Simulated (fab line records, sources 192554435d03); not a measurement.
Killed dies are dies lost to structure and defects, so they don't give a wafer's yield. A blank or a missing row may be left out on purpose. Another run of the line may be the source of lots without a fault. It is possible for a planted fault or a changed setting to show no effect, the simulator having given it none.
fab line records	flow n5Finfet
record lots=5	wafers=15	lastDay=20
route steps=1938 shown BEOL_M7@1299 BEOL_M8@1332 BEOL_M15@1830 PASSIVATION@1936
lots with no fault: from the same line, run without faults
startH: start of the lot's first displayed wafer, in hours after the record's first day	waitH: hours from the lot's prior step to this one	" repeats the value in the row above	L1.1+2: a row that stands for several wafers	- either no value or no given start	* or withheld: withheld	< > ~ a bound
route shown NAME@n: names a module that has steps shown in the file, with the first one's number in the route	usual: mean/standard deviation taken from wafers without a fault	same: alike in all rows	chamber/n: place in a boat	sites: per-site readings	_std_site: their standard deviation	_edge_site: inner sites' mean taken away from outer sites' mean	radiusMm: for every site, how far away it sits from the centre of the wafer	mask NAME#n: copy n	behind: tool/chamber where the wafer was last shaped	hold: reason for holding the lot/hours on hold/outcome of the hold	device: names the non-switching transistor (n, p or np)	end of line: the tests these same wafers got at the end of their route	where a step has no rows: the recipe by itself	killed: not the wafer's yield, but the dies lost to structure and defects at the first sort	map: the dies of a wafer, with x for killed, . for not killed, _ for no die there
set.NAME: the run value of the setting; set.NAME@STEP: its run value at that earlier step	model.NAME: the simulator's own value behind a step, which no gauge read
certain route steps with their lots: each step a table, each wafer a row
services: a tool's chamber out of use, with start hour (startH, from the record's first day; less than 0 if before it), hours out, and reason
## steps
# step N5_BEOL_M7_DESCUM_33
# recipe chemistry=O2	timeS=7	sourcePowerW=50	biasPowerW=20	pressureMtorr=20	rfFrequencyHz=2.712e+07	tempC=40	resist=CAR-EUV	o2FlowSccm=225
# step N5_BEOL_M7_ETCH_72
# recipe chemistry=N2/H2	target=underlayer	targetDepthA=65	maskMaterial=CAR-EUV	timeS=5.2	ionEnergyEv=200	pressureMtorr=30	sourceW=840	biasW=150	n2FlowSccm=200	h2FlowSccm=200	ends=cleared
# step N5_BEOL_M7_ETCH_65
# recipe chemistry=CF4	target=SiARC	targetDepthA=156	maskMaterial=CAR-EUV	timeS=26	ionEnergyEv=80	pressureMtorr=40	sourceW=545	biasW=36	Ar_flow_sccm=100	cf4FlowSccm=100	ends=cleared
# step N5_BEOL_M7_ETCH_66
# recipe chemistry=N2/H2	target=SOC	targetDepthA=800	overetchA=160	maskMaterial=SiARC	tempC=40	timeS=120	ionEnergyEv=200	pressureMtorr=30	sourceW=840	biasW=150	n2FlowSccm=200	h2FlowSccm=200
# step N5_BEOL_M7_STRIP_69
# recipe chemistry=N2/H2	tempC=40	n2FlowSccm=200	h2FlowSccm=200	rfFrequencyHz=6e+07
# step N5_BEOL_M7_STRIP_73
# recipe chemistry=N2/H2	tempC=40	n2FlowSccm=200	h2FlowSccm=200	rfFrequencyHz=6e+07
# step N5_BEOL_M7_VIA_ETCH_34
# recipe chemistry=C4F6/O2	target=SiCOH_lowk	targetDepthA=1255	maskMaterial=SOC	taperDeg=4	timeS=50.5	ionEnergyEv=250	pressureMtorr=30	sourceW=345	biasW=185	Ar_flow_sccm=300	C4F6_flow_sccm=10	O2_flow_sccm=10
# step N5_BEOL_M7_STRIP_76
# recipe chemistry=C4F6/O2	resist=SiARC	rfFrequencyHz=6e+07
# step N5_BEOL_M7_STRIP_36
# recipe chemistry=N2/H2	powerW=450	tempC=40	pressureMtorr=20	rfFrequencyHz=6e+07	overashFraction=0.3	biasPowerW=7	h2Frac=0.5	n2FlowSccm=200	h2FlowSccm=200
# step N5_BEOL_M7_TRENCH_ETCH_37
# recipe chemistry=C4F6/O2	targetDepthA=934.78	target=SiCOH_lowk	timeS=31.2	ionEnergyEv=250	pressureMtorr=30	sourceW=345	biasW=185	Ar_flow_sccm=300	C4F6_flow_sccm=10	O2_flow_sccm=10
# usual biasW=185.0/0.56	drypumpMotorCurrentA=5.9/0.36	oesProductAu=0.80/0.074	rfVppV=656/9.7	showerheadPlenumPTorr=2.81/0.11	throttleValvePct=20.82/0.24
lot.wafer	tool	chamber	startH	waitH	biasW	drypumpMotorCurrentA	oesProductAu	rfHoursCounterH	rfVppV	showerheadPlenumPTorr	throttleValvePct	model.etch.depthNm	model.BEOL_M7.featureDepthNm	model.TiN_of_BEOL_M7_HM_DEP_02.thkNm
L796.1	rieDiel-01	0	321.38	-	242.1	6.1	0.81	144	830	2.61	21.10	104	104	17.2
L796.2	"	1	"	"	184.0	6.1	0.74	153	643	2.73	20.90	92.85	92.8	17.8
L796.3	"	2	"	"	185.4	6.1	0.88	42	654	2.90	20.54	95.77	95.8	17.6
L794.2	rieDiel-01	0	330.19	-	243.5	6.1	0.81	148	831	2.61	21.08	105	105	17
L794.3	"	1	"	"	184.7	6.1	0.74	155	644	2.73	20.89	93.23	93.2	17.4
L794.4	"	2	"	"	185.4	6.1	0.87	45	654	2.90	20.53	95.78	95.8	17.4
L797.2	rieDiel-01	0	331.19	-	241.9	6.1	0.81	148	829	2.61	21.08	105.5	105.4	17.2
L797.3	"	2	"	"	185.5	6.1	0.87	45	653	2.90	20.57	95.75	95.8	17.6
L797.6	"	2	"	"	184.9	6.1	0.87	-	654	2.90	20.53	95.9	95.8	17.8
L801.4	rieDiel-06	3	333.67	-	185.0	6.3	0.74	167	655	2.64	20.82	92.41	92.4	17.8
L801.5	"	3	"	"	184.7	6.3	0.74	-	653	2.64	20.82	92.42	92.4	17.8
L801.6	"	2	"	"	185.9	5.2	0.89	-	665	2.89	20.57	95.96	96	17.4
L810.1	rieDiel-01	0	398.78	-	185.2	6.1	0.75	167	671	2.60	21.09	95.88	95.8	17.4
L810.2	"	1	"	"	184.6	6.1	0.73	174	642	2.72	20.92	93.01	93	17.2
L810.6	"	3	"	"	185.1	6.3	0.72	-	654	2.95	21.29	92.67	92.6	17.6
# step N5_BEOL_M7_ETCH_41
# recipe chemistry=CH3F/O2	target=SiCN	targetDepthA=319	taperDeg=2	timeS=57.8	ionEnergyEv=120	maskMaterial=TiN	pressureMtorr=30	sourceW=395	biasW=75	Ar_flow_sccm=150	CH3F_flow_sccm=30	O2_flow_sccm=20
# step N5_BEOL_M7_STRIP_80
# recipe chemistry=N2/H2	timeS=10	powerW=450	tempC=40	pressureMtorr=20	rfFrequencyHz=6e+07	biasPowerW=7	n2FlowSccm=200	h2FlowSccm=200
# step N5_BEOL_M7_OCD_MEAS_38
# usual trenchDepthNm=93.9/1.9
lot.wafer	tool	chamber	startH	waitH	trenchDepthNm
L796.1	ocd-01	-	321.54	-	104.5
L796.2	"	-	"	"	92.8
L796.3	"	-	"	"	95.8
L794.2	ocd-01	-	330.35	-	105.0
L794.3	"	-	"	"	93.4
L794.4	"	-	"	"	96.0
L797.2	ocd-01	-	331.35	-	105.3
L797.3	"	-	"	"	95.3
L797.6	"	-	"	"	95.8
L801.4	ocd-01	-	333.83	-	92.7
L801.5	"	-	"	"	91.7
L801.6	"	-	"	"	95.8
L810.1	ocd-01	-	398.94	-	96.0
L810.2	"	-	"	"	93.2
L810.6	"	-	"	"	92.2
# step N5_BEOL_M7_HM_STRIP_39
# recipe chemistry=peroxideTinStrip	material=TiN	targetDepthA=250	tempC=50	timeS=158
# step N5_BEOL_M7_SRD_40
# recipe timeS=30	tempC=23	rinseLiquid=diw	dry=ipaMarangoni
# step N5_BEOL_M7_PRECLEAN_42
# recipe chemistry=residueRemover	timeS=60	tempC=40
# step N5_BEOL_M7_SRD_43
# recipe timeS=30	tempC=23	rinseLiquid=diw	dry=ipaMarangoni
# step N5_BEOL_M7_CURE_75
# recipe tempC=370	timeS=120	ambient=DMADMS/He	material=SiCOH_lowk
# step N5_BEOL_M7_DEGAS_44
# recipe ambient=vacuum	tempC=250	timeS=60
# step N5_BEOL_M7_PRE_CLEAN_45
# recipe gas=H2/He	timeS=30	tempC=250
# step N5_BEOL_M7_ALD_77
# recipe material=TaN	targetThkA=20	tempC=275	aldPrecursorFamily=PDMAT	aldCoReactant=NH3	pressureTorr=3	carrierFlowSccm=1500	pulseTimeS=2	purgeTimeS=3	coReactantPurgeTimeS=2	coReactantPulseTimeS=3	aldCycles=40	precursorVesselTempC=75	precursorVesselPressureTorr=26.25	precursorVesselCarrierSccm=1000
# step N5_BEOL_M7_SURFACE_TREAT_79
# recipe gas=Ar	timeS=*	ionEnergyEv=*	ionCurrentMaCm2=0.5	pressureMtorr=*	arFlowSccm=30
# step N5_BEOL_M7_CVD_78
# recipe material=Co	targetThkA=20	tempC=withheld	precursor=CCTBA/H2	pressureTorr=30	timeS=142.3
# step N5_BEOL_M7_SPUTTER_48
# recipe material=Cu	targetThkA=100	tempC=-20	biasV=60	powerW=26000	chamberPressurePa=0.13	timeS=1.667
# step N5_BEOL_M7_ECD_50
# recipe material=Cu	targetThkA=3000
# step N5_BEOL_M7_ANNEAL_51
# recipe tempC=225	timeS=90	ambient=N2
# step N5_BEOL_M7_CMP_52
# recipe stopOn=SiCOH_lowk	tOverpolishS=6.9	downForcePsi=1	platenRpm=50	clearingPlatenDownForcePsi=1.5	clearingPlatenRpm=50	postCmpClean=cuAlkaline	targetThkNm=80	clearingPlatenPadVelocityMS=0.99484	padVelocityMS=0.99484
# usual barrierFieldEndpointS=28.4/0.86	clearingPlatenDownForcePsi=1.4998/0.0027	motorCurrentA=5.8/0.75	overpolishRunS=6.900/0.0087	platenRpm=50.00/0.031	timeToEndpointS=62/3.3
lot.wafer	tool	chamber	startH	waitH	barrierFieldEndpointS	clearingPlatenDownForcePsi	motorCurrentA	overpolishRunS	platenRpm	timeToEndpointS	model.Cu_of_BEOL_M7_ECD_50.thkNm
L796.3	cmp-02	2	325.45	0.2	27.8	1.5014	6.2	6.890	49.96	63	82.6
L796.2	"	3	"	"	26.9	1.4982	4.8	6.901	49.98	56	77.2
L796.1	"	1	"	"	26.9	1.5005	5.1	6.924	50.01	57	89.6
L794.2	cmp-03	2	332.92	0.2	28.8	1.4980	6.9	6.919	50.04	60	91.2
L794.4	"	3	"	"	28.5	1.4969	7.3	6.889	49.98	62	82
L794.3	"	0	"	"	28.6	1.5032	5.9	6.897	49.98	63	80.2
L797.2	cmp-03	2	333.89	0.3	28.1	1.4962	6.9	6.917	50.01	59	91.6
L797.3	"	3	"	"	26.9	1.4989	7.3	6.886	49.98	60	82.2
L797.6	"	0	"	"	28.6	1.5003	6.2	6.914	49.97	62	82.4
L801.4	cmp-02	2	335.58	0.1	28.9	1.5035	5.9	6.898	50.00	63	78
L801.6	"	2	"	"	28.8	1.5012	6.2	6.894	49.97	64	81.4
L801.5	"	3	"	"	27.2	1.5027	4.8	6.904	49.97	57	76.8
L810.1	cmp-02	2	401.20	0.3	29.7	1.5026	6.2	6.900	50.04	64	81.8
L810.2	"	1	"	"	28.7	1.4963	4.9	6.896	49.93	60	78
L810.6	"	2	"	"	29.6	1.4982	6.1	6.902	50.02	64	78
# step N5_BEOL_M7_THK_MEAS_53
# recipe thkMeasGauge=xrf	reads=Cu_of_BEOL_M7_ECD_50
# usual M7_THK=78.9/2.2
lot.wafer	tool	chamber	startH	waitH	M7_THK[nm]
L796.1	filmMetro-01	-	325.75	-	88.7
L796.2	"	-	"	"	76.4
L796.3	"	-	"	"	81.8
L794.2	filmMetro-02	-	333.21	-	89.8
L794.3	"	-	"	"	79.3
L794.4	"	-	"	"	80.8
L797.2	filmMetro-01	-	334.11	-	91.2
L797.3	"	-	"	"	81.8
L797.6	"	-	"	"	81.5
L801.4	filmMetro-02	-	335.88	-	77.1
L801.5	"	-	"	"	76.3
L801.6	"	-	"	"	80.4
L810.1	filmMetro-02	-	401.49	-	81.0
L810.2	"	-	"	"	77.6
L810.6	"	-	"	"	77.5
# step N5_BEOL_M7_PRE_CLEAN_55
# recipe gas=NH3	timeS=15	tempC=withheld	rfPowerW=300
# step N5_BEOL_M7_DEP_56
# recipe material=SiCN	targetThkA=100	tempC=withheld	precursor=3MS/NH3	pressureTorr=3	rfW=202	timeS=17.5
# step N5_BEOL_M7_RS_MEAS_57
# recipe thkMeasGauge=four-point-probe	reads=Cu_of_BEOL_M7_ECD_50+Co_of_BEOL_M7_CVD_78+TaN_of_BEOL_M7_ALD_77
# usual M7_RS=0.287/0.009
lot.wafer	tool	chamber	startH	waitH	M7_RS[ohm/sq]
L796.1	filmMetro-01	-	325.88	0.1	0.251
L796.2	"	-	"	"	0.298
L796.3	"	-	"	"	0.276
L794.2	filmMetro-02	-	333.35	0.1	0.246
L794.3	"	-	"	"	0.285
L794.4	"	-	"	"	0.278
L797.2	filmMetro-02	-	334.24	0.1	0.245
L797.3	"	-	"	"	0.277
L797.6	"	-	"	"	0.277
L801.4	filmMetro-02	-	336.01	0.0	0.294
L801.5	"	-	"	"	0.300
L801.6	"	-	"	"	0.281
L810.1	filmMetro-01	-	401.62	0.1	0.280
L810.2	"	-	"	"	0.295
L810.6	"	-	"	"	0.295
# step N5_BEOL_M8_ILD_DEP_00
# recipe material=SiCOH_lowk	targetThkA=1797.5	tempC=300	precursor=DEMS/porogen	pressureTorr=5	rfW=500	timeS=33.4
# step N5_BEOL_M8_CURE_74
# recipe tempC=385	timeS=240	ambient=He/Ar	material=SiCOH_lowk
# step N5_BEOL_M8_PECVD_70
# recipe material=SiO2	targetThkA=200	tempC=400	precursor=TEOS/O2	pressureTorr=5.5	rfW=450	teosFlowSccm=53.8	gas=O2	flowSccm=3000	timeS=22.7
# step N5_BEOL_M8_HM_DEP_02
# recipe material=TiN	targetThkA=200	tempC=25	chamberPressurePa=0.49996
# step N5_BEOL_M8_COAT_59
# recipe resist=SOC	tempC=250	timeS=60	spinRpm=1500	resistThkNm=100
# step N5_BEOL_M15_RC_MEAS_101
# usual COMB_M10=1.42e-11/2.9e-12	COMB_M11=1.37e-11/2.7e-12	COMB_M12=5.3e-12/1.1e-12	COMB_M13=4.3e-12/1e-12	COMB_M13_max_site=6.6e-12/1.7e-12	COMB_M14=3.1e-12/7.2e-13	COMB_M15=1.8e-12/5.4e-13	COMB_M5=3.5e-11/6.6e-12	COMB_M6=2.4e-11/5.2e-12	COMB_M7=2.4e-11/5.1e-12	COMB_M8=2.5e-11/5.9e-12	COMB_M9=1.36e-11/2.6e-12	SERP_M10=3.06/0.085	SERP_M11=3.04/0.091	SERP_M12=0.628/0.014	SERP_M13=0.308/0.0055	SERP_M14=0.160/0.0048	SERP_M5=38.6/1.8	SERP_M6=14.1/0.53	SERP_M7=13.5/0.56	SERP_M7_max_site=14.1/0.61	SERP_M8=13.6/0.53	SERP_M8_max_site=14.1/0.59	SERP_M9=3.03/0.091	SERP_M9_max_site=3.12/0.09
lot.wafer	tool	chamber	startH	waitH	COMB_M10[S/m]	COMB_M11[S/m]	COMB_M12[S/m]	COMB_M13[S/m]	COMB_M13_max_site[S/m]	COMB_M14[S/m]	COMB_M15[S/m]	COMB_M5[S/m]	COMB_M6[S/m]	COMB_M7[S/m]	COMB_M8[S/m]	COMB_M9[S/m]	SERP_M10[ohm/um]	SERP_M11[ohm/um]	SERP_M12[ohm/um]	SERP_M13[ohm/um]	SERP_M14[ohm/um]	SERP_M5[ohm/um]	SERP_M6[ohm/um]	SERP_M7[ohm/um]	SERP_M7_max_site[ohm/um]	SERP_M8[ohm/um]	SERP_M8_max_site[ohm/um]	SERP_M9[ohm/um]	SERP_M9_max_site[ohm/um]
L796.1	prober-01	0	383.11	0.0	1.34e-11	1.15e-11	4.8e-12	4.9e-12	7.1e-12	3.1e-12	2.1e-12	3.6e-11	2.3e-11	2.4e-11	3.4e-11	1.73e-11	3.21	3.17	0.653	0.301	0.162	36.4	14.9	12.0	12.4	14.1	15.0	3.05	3.10
L796.2	"	0	"	"	1.66e-11	1.07e-11	7.3e-12	4e-12	5.7e-12	4.4e-12	1.9e-12	3.2e-11	1.6e-11	2.8e-11	2.5e-11	9.4e-12	3.20	2.85	0.622	0.301	0.158	40.9	14.7	14.1	14.8	14.0	14.9	3.05	3.17
L796.3	"	0	"	"	1.61e-11	1.78e-11	8.1e-12	3.1e-12	4.8e-12	2.5e-12	1.8e-12	3.8e-11	2.3e-11	2.8e-11	3.6e-11	1.3e-11	3.02	3.06	0.623	0.309	0.160	37.2	14.3	13.2	13.8	13.7	14.0	3.07	3.16
L794.2	prober-01	0	394.79	0.2	1.65e-11	1.75e-11	3.8e-12	4.4e-12	9.1e-12	3e-12	1.6e-12	3.7e-11	3.3e-11	2.4e-11	2.8e-11	1.58e-11	3.02	3.13	0.605	0.306	0.159	40.9	14.2	11.4	11.8	14.3	14.4	3.05	3.21
L794.3	"	0	"	"	1.48e-11	1.62e-11	4.6e-12	5.3e-12	1.22e-11	3.4e-12	2.3e-12	4.6e-11	2.5e-11	1.8e-11	2.4e-11	1.83e-11	3.16	3.15	0.628	0.310	0.168	37.5	14.8	13.2	14.0	13.0	13.3	3.01	3.14
L794.4	"	0	"	"	1.66e-11	1.11e-11	5.3e-12	2.8e-12	4.8e-12	3.8e-12	1.7e-12	2.9e-11	1.9e-11	2e-11	3.3e-11	1.82e-11	3.19	3.02	0.629	0.310	0.158	36.1	14.7	13.4	14.5	13.1	13.4	3.01	3.05
L797.2	prober-01	0	398.20	0.2	1.12e-11	1.54e-11	5.1e-12	5.7e-12	6.6e-12	3.7e-12	1.6e-12	2.9e-11	2.6e-11	1.8e-11	4e-11	1.4e-11	3.11	3.09	0.633	0.304	0.154	36.4	14.0	11.9	12.3	13.7	14.2	2.87	3.04
L797.3	"	0	"	"	1.13e-11	1.66e-11	4.2e-12	3.2e-12	4.5e-12	3e-12	1.4e-12	3.3e-11	2.2e-11	1.5e-11	2.6e-11	1.42e-11	3.13	2.89	0.625	0.314	0.167	37.4	13.8	13.1	13.7	13.2	13.4	3.04	3.10
L797.6	"	0	"	"	8.8e-12	1.6e-11	3.9e-12	3.4e-12	4.8e-12	3.5e-12	1.3e-12	2.9e-11	2.9e-11	1.8e-11	2.1e-11	1.68e-11	3.06	3.04	0.634	0.315	0.165	36.8	14.0	13.0	13.5	14.1	14.6	3.02	3.08
L801.4	prober-01	0	401.32	0.5	1.13e-11	1.21e-11	4.9e-12	4.6e-12	7.8e-12	3.7e-12	2.4e-12	5.3e-11	2.8e-11	1.8e-11	2.6e-11	1.5e-11	3.26	2.88	0.608	0.301	0.157	39.7	13.8	13.6	14.7	12.8	13.6	3.09	3.24
L801.5	"	0	"	"	1.77e-11	1.36e-11	6.5e-12	4e-12	6.2e-12	3.4e-12	1.7e-12	3.6e-11	2.4e-11	2.8e-11	1.9e-11	1.54e-11	3.09	3.12	0.625	0.306	0.170	41.8	13.7	13.9	14.9	13.5	14.5	2.95	3.08
L801.6	"	0	"	"	1.4e-11	1.4e-11	4.2e-12	3e-12	7e-12	3.4e-12	1.3e-12	2.9e-11	2.1e-11	2.5e-11	2.6e-11	1.47e-11	2.98	2.97	0.612	0.302	0.165	38.7	14.4	12.6	13.6	12.7	13.2	3.13	3.34
L810.1	prober-02	0	470.27	0.0	1.56e-11	1.07e-11	4.1e-12	5.8e-12	8.6e-12	2.6e-12	1.7e-12	3.4e-11	2.1e-11	1.9e-11	2.5e-11	1.07e-11	3.03	3.06	0.621	0.302	0.160	36.7	14.0	13.7	14.1	13.9	14.5	3.14	3.19
L810.2	"	0	"	"	1.45e-11	1.57e-11	4.5e-12	4.8e-12	7.8e-12	2.9e-12	2.5e-12	3.3e-11	2.2e-11	2.4e-11	3.6e-11	1.14e-11	2.99	3.12	0.632	0.312	0.161	39.1	13.8	13.9	15.2	13.7	14.2	3.20	3.26
L810.6	"	0	"	"	1.69e-11	9.9e-12	5e-12	3.3e-12	4.1e-12	2.1e-12	1.3e-12	3.4e-11	2.5e-11	2.2e-11	2.7e-11	1.01e-11	3.01	3.07	0.653	0.317	0.161	38.5	14.5	14.5	14.7	14.1	14.6	2.93	2.98
# sites SERP_M7 radiusMm=0,75,75,75,75,140,140,140,140
L796.1 12.4 12.2 12.1 12.1 12.0 11.6 11.7 11.5 11.4
L794.2 11.5 11.8 11.1 11.3 11.7 11.7 11.1 10.8 11.4
L797.2 12.0 12.3 11.9 12.0 11.7 11.8 12.0 11.6 11.6
L801.4 13.5 13.3 13.6 13.6 13.2 14.1 14.7 14.5 13.9
L810.1 13.9 14.1 14.1 13.7 13.7 13.1 13.4 12.9 13.1
# step N5_PASSIVATION_PROBE_49
# usual defectLimitedYield=91.2/1.6	killed_at_M0_to_M3=33/11	killed_at_M4_up=14/5	killedAtContacts=12/5.8	killedAtFrontEnd=41/12	killedAtOther=3.5/2.9	killedDies=104/19	killedOpen=68/14	killedShort=34/8.8	sort_bin_5_function=5.2/1.1	sort_bin_6_memory=3.2/0.71	sortNPass=1076/19	sortYieldPct=91.2/1.6
# same grossDies=1180	killedAtBackSide=0	sort_bin_4_leakage[%]=0	sort_bin_8_speed[%]=0
lot.wafer	tool	chamber	startH	waitH	defectLimitedYield[%]	killed_at_M0_to_M3	killed_at_M4_up	killedAtContacts	killedAtFrontEnd	killedAtOther	killedDies	killedOpen	killedShort	sort_bin_5_function[%]	sort_bin_6_memory[%]	sortNPass	sortYieldPct[%]
L796.1	prober-02	-	397.86	0.0	90.4	24	13	28	44	4	113	68	39	5.1	3.8	1067	90.4
L796.2	prober-02	-	397.91	0.1	90.8	22	14	20	52	1	109	84	25	5.5	3.6	1071	90.8
L796.3	prober-02	-	397.96	0.1	89.4	34	11	8	68	4	125	67	50	5.6	3.8	1055	89.4
L794.2	prober-01	-	406.60	0.1	89.1	54	21	3	50	1	129	75	48	5.4	4.5	1051	89.1
L794.3	prober-01	-	406.65	0.1	88.3	55	18	7	56	2	138	81	57	7.5	3.8	1042	88.3
L794.4	prober-01	-	406.70	0.2	90.6	42	23	2	41	3	111	64	46	5.0	3.7	1069	90.6
# killed by level:class
L796.1 MOL_CONTACT_COAG:geometricParticle:open=22 FIN_SAQP:geometricParticle:short=11 STI_FIN_REVEAL:geometricParticle:open=7 BEOL_M3:geometricParticle:open=7 BEOL_M4:geometricParticle:open=7 MOL_CONTACT_COAG:geometricParticle:short=6 FIN_SAQP:geometricParticle:open=5 BEOL_M0_SAQP:geometricParticle:short=5
L796.2 MOL_CONTACT_COAG:geometricParticle:open=18 FIN_SAQP:geometricParticle:open=15 STI_FIN_REVEAL:geometricParticle:open=15 BEOL_M3:geometricParticle:open=12 FIN_SAQP:geometricParticle:short=10 BEOL_M4:geometricParticle:open=7 BEOL_M4:geometricParticle:short=3 ILD0:geometricParticle:open=3
L796.3 STI_FIN_REVEAL:geometricParticle:open=13 FIN_SAQP:geometricParticle:open=12 FIN_SAQP:geometricParticle:short=11 BEOL_M0_SAQP:geometricParticle:short=10 MOL_CONTACT_COAG:geometricParticle:open=7 HKMG_FIN:areaEtch=7 DUMMY_GATE:geometricParticle:open=6 BEOL_M0_SAQP:geometricParticle:open=6
L794.2 BEOL_M0_SAQP:geometricParticle:short=22 BEOL_M0_SAQP:geometricParticle:open=14 FIN_SAQP:geometricParticle:short=13 BEOL_M2:geometricParticle:open=9 DUMMY_GATE:geometricParticle:open=8 FIN_SAQP:geometricParticle:open=6 BEOL_M6:geometricParticle:open=6 HKMG_FIN:areaEtch=6
L794.3 FIN_SAQP:geometricParticle:short=19 BEOL_M0_SAQP:geometricParticle:open=17 BEOL_M0_SAQP:geometricParticle:short=16 BEOL_M4:geometricParticle:open=10 BEOL_M1:geometricParticle:open=9 FIN_SAQP:geometricParticle:open=7 GATE_CUT:geometricParticle:short=7 BEOL_M3:geometricParticle:open=7
L794.4 BEOL_M0_SAQP:geometricParticle:short=14 FIN_SAQP:geometricParticle:short=13 BEOL_M4:geometricParticle:open=9 DUMMY_GATE:geometricParticle:open=8 BEOL_M0_SAQP:geometricParticle:open=8 BEOL_M1:geometricParticle:open=5 GATE_CUT:geometricParticle:open=4 BEOL_M3:geometricParticle:open=4
## services
tool	chamber	startH	hours	kind
cmp-03	-	320.48	1.0	repair
cmp-02	-	321.19	1.3	repair
cmp-03	-	322.41	1.3	repair
cmp-02	-	376.84	10.6	pm
cmp-02	-	393.21	0.8	repair
cmp-02	-	394.50	2.5	repair
## key
firstSign step=N5_BEOL_M7_TRENCH_ETCH_37	reading=biasW	direction=up	sigmas=99+	usual=*	struck=*
effect step=N5_BEOL_M7_TRENCH_ETCH_37	reading=rfVppV	direction=up	sigmas=18	usual=656	struck=830
effect step=N5_BEOL_M7_OCD_MEAS_38	reading=trenchDepthNm	direction=up	sigmas=5.8	usual=93.9	struck=104.9
effect step=N5_BEOL_M7_THK_MEAS_53	reading=M7_THK	direction=up	sigmas=5	usual=78.9	struck=89.9
effect step=N5_BEOL_M7_RS_MEAS_57	reading=M7_RS	direction=down	sigmas=4.4	usual=0.287	struck=0.247
effect step=N5_BEOL_M15_RC_MEAS_101	reading=SERP_M7	direction=down	sigmas=3.1	usual=13.5	struck=11.8
modelEffect step=N5_BEOL_M7_TRENCH_ETCH_37	value=etch.depthNm	without=95.77	struck=104.8
modelEffect step=N5_BEOL_M7_CMP_52	value=Cu_of_BEOL_M7_ECD_50.thkNm	without=81.8	struck=90.8
metAt N5_BEOL_M7_TRENCH_ETCH_37
struckWafers L794.2,L796.1,L797.2
fault kind=processParameterDrift	tool=rieDiel-01	chamber=0	onsetH=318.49	steps=N5_BEOL_M7_TRENCH_ETCH_37	channel=biasW	offset=*	shape=step	endH=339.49	actsIn=*	stated=*
